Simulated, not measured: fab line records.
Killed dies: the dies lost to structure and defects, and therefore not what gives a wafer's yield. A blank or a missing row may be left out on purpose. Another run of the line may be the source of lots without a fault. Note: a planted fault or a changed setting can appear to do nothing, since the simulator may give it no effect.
A lot that was struck, set against a sound lot || flow n5 finfet || 41 steps out of a route of 1938
Sound: the wafers L799.2, L799.3, L799.4. Wafers L796.1, L796.2, L796.4 were the ones struck. Last of all comes the cause.
Per side, at each step with rows, come the tool, then ch with its chambers, and then its first start. Under that, the readings that differ: sound wafers || struck wafers || difference of the means || sigmas: that difference in standard deviations of wafers without a fault.
alike: readings with means less than 2 such deviations apart, plus words and numbers identical on both sides. not compared: withheld readings, readings lacking a value on some wafer, bounds such as >300 that could conceal the same value, and numbers that have no deviation in the record and whose values overlap.
The two part at a step that has a row with sigmas, a row that says differs or no value, or rows on one side only. Non-overlapping numbers with no deviation appear without sigmas and do not part them. A reading that every wafer of one side lacks parts them only if that side has two wafers or more.

first, 9 steps without rows for these wafers: N5_BEOL_M4_ANNEAL_95 (time 240 s); N5_BEOL_M4_SPUTTER_96 (material Cu, target thk 4.5 nm, time 8.29 s); N5_BEOL_M4_ECD_50 (material Cu, target thk 300 nm); N5_BEOL_M4_ANNEAL_51 (time 90 s); N5_BEOL_M4_CMP_52 (polishes, stops on SiOC, t overpolish 6.8 s, target thk 40 nm); N5_BEOL_M4_PRE_CLEAN_60 (time 15 s); N5_BEOL_M4_CO_CAP_55 (material Co, precursor CCTBA/H2, target thk 2 nm, time 102.1 s); N5_BEOL_M4_PRE_CLEAN_56 (time 15 s); N5_BEOL_M4_DEP_57 (deposits SiCN from 3MS/NH3, target thk 8 nm, time 14 s).
N5_BEOL_M4_RC_MEAS_101:
  sound on prober-02 ch 0, day 12 23:08; struck on prober-02 ch 0, day 12 15:53
  alike: DIBL_N, DIBL_P, IOFF_N, IOFF_P, ION_N, ION_P, SS_N, SS_P, VT_N, VT_P
then, 24 steps without rows for these wafers: N5_BEOL_M5_ILD_DEP_00 (deposits SiCOH lowk from DEMS/porogen, target thk 140.64 nm, time 25.9 s); N5_BEOL_M5_CURE_79 (cures SiCOH lowk, time 240 s); N5_BEOL_M5_PECVD_70 (deposits SiO2 from TEOS/O2, target thk 16 nm, time 18 s); N5_BEOL_M5_HM_DEP_02 (deposits TiN, target thk 20 nm); N5_BEOL_M5_COAT_59 (time 60 s, resist thk 60 nm); N5_BEOL_M5_COAT_60 (time 60 s, resist thk 12 nm); N5_BEOL_M5_COAT_71 (time 60 s, resist thk 5 nm); N5_BEOL_M5_COAT_05 (resist thk 30 nm); N5_BEOL_M5_EBR_07; N5_BEOL_M5_SOFTBAKE_06 (time 60 s); N5_BEOL_M5_EXPOSE_08 (exposes mask M5, target cd 28 nm); N5_BEOL_M5_PEB_09 (peb time 60 s); N5_BEOL_M5_DEVELOP_10 (develop time 30 s); N5_BEOL_M5_DESCUM_16 (chemistry O2, time 7 s); N5_BEOL_M5_ETCH_72 (etches underlayer in N2/H2, target depth 6.5 nm, time 5.2 s); N5_BEOL_M5_ETCH_61 (etches SiARC in CF4, target depth 15.6 nm, time 26 s); N5_BEOL_M5_ETCH_62 (etches SOC in N2/H2, target depth 75 nm, overetch 15 nm, time 112.5 s); N5_BEOL_M5_STRIP_63 (strips in N2/H2); N5_BEOL_M5_STRIP_73 (strips in N2/H2); N5_BEOL_M5_STRIP_64 (strips in CF4); N5_BEOL_M5_HM_OPEN_17 (chemistry Cl2/BCl3, target TiN, target depth 20 nm, overetch 6 nm); N5_BEOL_M5_STRIP_19 (strips in O2); N5_BEOL_M5_COAT_65 (time 60 s, resist thk 60 nm); N5_BEOL_M5_COAT_66 (time 60 s, resist thk 12 nm).
N5_BEOL_M8_STRIP_67: strips in CF4.
  sound on rie diel-05 ch 0,1, day 14 12:31; struck on rie diel-06 ch 0,2,3, day 14 04:51
  no value came back on the struck wafers for any of 7 readings (bias power w (W), cf4 flow sccm (sccm) and others); on the sound wafers bias power w (W) reads 74.75 75.18 74.85
{"reading": "model.SiARC_of_BEOL_M8_COAT_60.thk nm (nm)", "sound": "0 0 0", "struck": "28.4 28.6 28.2", "difference": "+28.4", "sigmas": ""}
  not compared: rf hours counter h
N5_BEOL_M8_STRIP_19: strips in O2.
  sound on rie diel-01 ch 1,2,3, day 14 12:52; struck on rie diel-05 ch 0,2, day 14 05:00
{"reading": "model.SOC_of_BEOL_M8_COAT_59.thk nm (nm)", "sound": "0 0 0", "struck": "92.2 92.6 92.6", "difference": "+92.5", "sigmas": ""}
  alike: chamber pressure mTorr, drypump motor current A, oes product au, rf vpp V, showerhead plenum p Torr, throttle valve pct
  not compared: rf hours counter h
N5_BEOL_M8_ETCH_66: etches SOC in N2/H2, target depth 80 nm, overetch 16 nm, time 120 s.
  sound on rie diel-05 ch 0,1,2, day 14 16:35; struck on rie diel-06 ch 0,1,2, day 14 06:49
{"reading": "model.etch.depth nm (nm)", "sound": "59.9 59.84 59.94", "struck": "97.43 98.86 95.86", "difference": "+37.49", "sigmas": ""}
  alike: drypump motor current A, oes product au, rf vpp V, showerhead plenum p Torr, throttle valve pct
  not compared: rf hours counter h
N5_BEOL_M8_VIA_ETCH_34: etches SiCOH lowk in C4F6/O2, target depth 125.5 nm, time 50.5 s.
  sound on rie diel-05 ch 0,1,2, day 14 16:41; struck on rie diel-06 ch 0,1,2, day 14 06:55
{"reading": "oes product au (a.u.)", "sound": "0.80 0.89 0.88", "struck": "0.34 0.28 0.27", "difference": -0.56, "sigmas": -6}
  alike: drypump motor current A, mfc ar sccm, rf vpp V, showerhead plenum p Torr, throttle valve pct
  not compared: rf hours counter h
N5_BEOL_M8_ETCH_41: etches SiCN in CH3F/O2, target depth 31.9 nm, time 57.8 s.
  sound: rie diel-05 ch 0,1,2; struck: rie diel-06 ch 0,1,2
{"reading": "model.SiARC_of_BEOL_M8_COAT_60.thk nm (nm)", "sound": "0 0 0", "struck": "17.8 18.2 17.8", "difference": "+17.9", "sigmas": ""}
  alike: drypump motor current A, mfc ar sccm, oes product au, rf vpp V, showerhead plenum p Torr, throttle valve pct
  not compared: rf hours counter h
N5_BEOL_M8_OCD_MEAS_38:
  sound: ocd-01 at day 14 16:56; struck: ocd-02 at day 14 07:10
{"reading": "trench depth nm (nm)", "sound": "91.9 93.8 97.1", "struck": "- - -", "difference": "no value on the struck wafers", "sigmas": ""}
-- here the record skips 3 days between the struck wafers' starts before and after, leaving off in module BEOL_M8 and picking up in module PASSIVATION (first step shown: number 1936 of the route) --
N5_PASSIVATION_PROBE_49:
  the record has rows for the struck wafers here (prober-01, day 17 11:10) and none for the sound ones

## WHERE THEY PART
Earliest at N5_BEOL_M8_STRIP_67; latest, in this record, at N5_PASSIVATION_PROBE_49.

WHY: the cause the simulator had injected
At N5_BEOL_M8_STRIP_67, the step was skipped entirely on rie diel-06 from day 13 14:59 on. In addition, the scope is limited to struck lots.
